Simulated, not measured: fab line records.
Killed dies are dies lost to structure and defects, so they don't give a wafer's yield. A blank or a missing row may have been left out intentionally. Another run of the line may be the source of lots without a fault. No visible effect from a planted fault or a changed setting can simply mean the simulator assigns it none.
Struck lot and sound lot, side by side + flow nand_harc + 14 steps out of a route of 1302
Sound: wafers L728.2, L728.3, L728.6. Struck: wafer L735.4 (L735.1, L735.2, from the same lot, were not struck and are left out); the cause is given at the end.
Per side, at each step with rows, come the tool, then ch with its chambers, and then its first start. Under that, the readings that differ: sound wafers + struck wafers + difference of the means + sigmas: that difference in standard deviations of wafers without a fault.
alike: words and numbers the same on both sides, and readings whose means are apart by under 2 such deviations; not compared: readings that were withheld, readings missing a value for some wafer, numbers with overlapping values and no deviation given by the record, and bounds like >300 which may hide the same value.
The two part at a step that has a row with sigmas, a row that says differs or no value, or rows on one side only. When numbers do not overlap yet have no deviation, they are printed without sigmas and do not part them. A reading that every wafer of one side lacks parts them only if that side has two wafers or more.

first, 4 steps without rows for these wafers: NHARC_A_WL_FILL_STRIP_28 (strips in post etch residue remover, time 1200 s); NHARC_A_WL_FILL_PRECLEAN_06 (cleans in DIW, time 300 s); NHARC_A_WL_FILL_SRD_07; NHARC_A_WL_FILL_ANNEAL_08 (time 1800 s).
NHARC_A_WL_FILL_ALD_10: deposits SiO2, target thk 50 nm, pulse time 10 s, ald cycles 500.
  sound on ald_hk-04 ch 0,1,2, day 22 11:17; struck on ald_hk-02 ch 3, day 25 18:38
  alike: heater_power_w, precursor_pulse_height_rel
NHARC_A_WL_FILL_ETCHBACK_16: etches the open film in C4F8/O2/Ar, target depth 120 nm, time 24 s.
  sound on rie_diel-10 ch 1,2,3; struck on rie_diel-03 ch 2
  alike: oes_product_au, rf_vpp_V, run_length_s
  not compared: rf_hours_counter_h
NHARC_A_WL_FILL_STRIP_29: strips in O2, time 20 s.
  sound on rie_diel-10 ch 2,3, day 22 18:05; struck on rie_diel-03 ch 0, day 25 22:50
| reading                | sound                | struck | difference | sigmas |
|------------------------|----------------------|--------|------------|--------|
| o2_flow_sccm (sccm)    | 497.3 500.9 500.0    | 502.4  | +3.0       | +2     |
| throttle_valve_pct (%) | 17.051 17.048 17.040 | 17.025 | -0.021     | -2     |
  alike: drypump_motor_current_A, oes_product_au, rf_vpp_V, showerhead_plenum_p_Torr
  not compared: rf_hours_counter_h
NHARC_A_WL_FILL_ETCHBACK_17: etches the open film in Cl2/BCl3, target depth 4 nm, time 26.7 s.
  sound on rie_metal-02 ch 0,1, day 22 18:10; struck on rie_metal-02 ch 1, day 25 22:56
  alike: drypump_motor_current_A, oes_product_au, run_length_s
  not compared: rf_hours_counter_h
then, 3 steps without rows for these wafers: NHARC_A_WL_FILL_PRECLEAN_18 (cleans in dHF, time 30 s); NHARC_A_WL_FILL_SRD_21; NHARC_A_WL_FILL_CVD_23 (deposits poly-Si, target thk 40 nm, time 800 s).
NHARC_A_WL_FILL_ETCHBACK_26: etches the open film in HBr, target depth 52 nm, time 13.3 s.
  sound on rie_si-03 ch 0,1,3, day 22 21:17; struck on rie_si-05 ch 0, day 26 04:03
| reading          | sound             | struck | difference | sigmas |
|------------------|-------------------|--------|------------|--------|
| run_length_s (s) | 34.43 34.42 35.09 | 26.70  | -7.95      | -29    |
  alike: drypump_motor_current_A, oes_product_au, throttle_valve_pct
  not compared: rf_hours_counter_h
then, 1 step without rows for these wafers: NHARC_A_WL_FILL_PRECLEAN_30 (cleans in dHF, time 10 s).
-- the record jumps here: 3 days lie between the struck wafers' starts before and after (it left off in module A_WL_FILL and takes up again in module END, whose first step shown is number 1302 of the route) --
NHARC_END_SORT_01:
  sound on prober-02 ch 0, day 26 11:59; struck on prober-02 ch 0, day 29 12:34
| reading         | sound    | struck                   | difference                   | sigmas |
|-----------------|----------|--------------------------|------------------------------|--------|
| hold            | - - -    | await_dispo/2.5h/release | no value on the sound wafers |        |
| killed_at_array | 49 50 46 | 673                      | +625                         | +37    |
| killed_dies     | 56 53 49 | 677                      | +624                         | +37    |
  alike: killed_at_other, killed_at_periphery, killed_open, killed_short

## WHERE THEY PART
Last at NHARC_END_SORT_01 as far as this record goes, first at NHARC_A_WL_FILL_STRIP_29.

WHY: what had been put in by the simulator
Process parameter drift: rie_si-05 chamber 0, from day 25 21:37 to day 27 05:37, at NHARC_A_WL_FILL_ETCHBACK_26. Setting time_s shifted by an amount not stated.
